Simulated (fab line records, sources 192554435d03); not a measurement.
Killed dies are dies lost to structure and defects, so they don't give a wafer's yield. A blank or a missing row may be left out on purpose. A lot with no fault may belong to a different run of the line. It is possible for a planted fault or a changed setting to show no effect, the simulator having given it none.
One fault seen from 2 desks -- flow n5 finfet -- numbers are kept per desk, each desk with only its own; the story behind them comes last

== FROM THE METROLOGY DESK ==
What the gauges read, lot by lot, whatever tool the lot ran on: means of the sampled wafers that have a number. Marked OUT: a lot whose mean sits more than 4 standard deviations from the usual mean, which makes it out of limits; the brackets give that distance.
Columns: A = MIM_TOP_OVL at N5_MIM_TOP_LITHO_OVL_MEAS_11, usual 1 nm
lot,first seen here,A
L750,day 12 18:10,4
L754,day 14 18:50,-6
L755,day 16 02:25,2
L763,day 17 17:11,-2
L765,day 17 20:54,1
L766,day 18 04:24,-1
L764,day 19 06:52,-1
L769,day 19 14:16,-0
L768,day 19 14:31,2
L771,day 19 14:58,10
This desk's verdict: no lot among the 10 shows anything out of limits.

== TOOL OWNER'S DESK, rie diel-02 ==
The tool's own readings at N5_PASSIVATION_PASS_ETCH_74 (etches SiNx in CF4/O2, target depth 220 nm, time 110 s): means of the sampled wafers that have a number, for each lot that ran on this tool. Marked OUT: a lot whose mean sits more than 4 standard deviations from the usual mean, which makes it out of limits; the brackets give that distance.
Columns: A = cf4 flow sccm at N5_PASSIVATION_PASS_ETCH_74, usual 100.0 sccm; B = drypump motor current A at N5_PASSIVATION_PASS_ETCH_74, usual 5.5 A; C = oes_o_777_au at N5_PASSIVATION_PASS_ETCH_74, usual 0.84 a.u.; D = oes product au at N5_PASSIVATION_PASS_ETCH_74, usual 0.84 a.u.; E = rf vpp V at N5_PASSIVATION_PASS_ETCH_74, usual 242 V; F = showerhead plenum p Torr at N5_PASSIVATION_PASS_ETCH_74, usual 2.20 Torr; G = throttle valve pct at N5_PASSIVATION_PASS_ETCH_74, usual 15.87 %
lot,first seen here,A,B,C,D,E,F,G
L755,day 16 05:26,99.9,5.4,0.90,0.92,246,2.21,15.72
L763,day 17 20:01,92.9 (-22) OUT,5.5,0.98,0.90,246,2.13,15.34
This desk's verdict: out of limits on L763, starting with L763 at day 17 20:01 (cf4 flow sccm at N5_PASSIVATION_PASS_ETCH_74). L755 stayed within limits.

== PUT TOGETHER ==
At day 17 20:01, on L763, the tool owner's desk was in a position to raise an alarm.
From the metrology desk's view, nothing was out of limits.
The metrology desk holds a record of L763, inside its limits.
The lots listed all ran N5_PASSIVATION_PASS_ETCH_74 on rie diel-02.

== WHAT HAD BEEN PUT IN BY THE SIMULATOR ==
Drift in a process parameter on rie diel-02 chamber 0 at N5_PASSIVATION_PASS_ETCH_74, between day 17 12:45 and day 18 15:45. Setting cf4 flow sccm, moved by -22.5, from 100. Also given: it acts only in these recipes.
Struck lots among those shown: L763.
Hours from the fault's start to each desk's first reading out of limits: the tool owner's desk, 7.
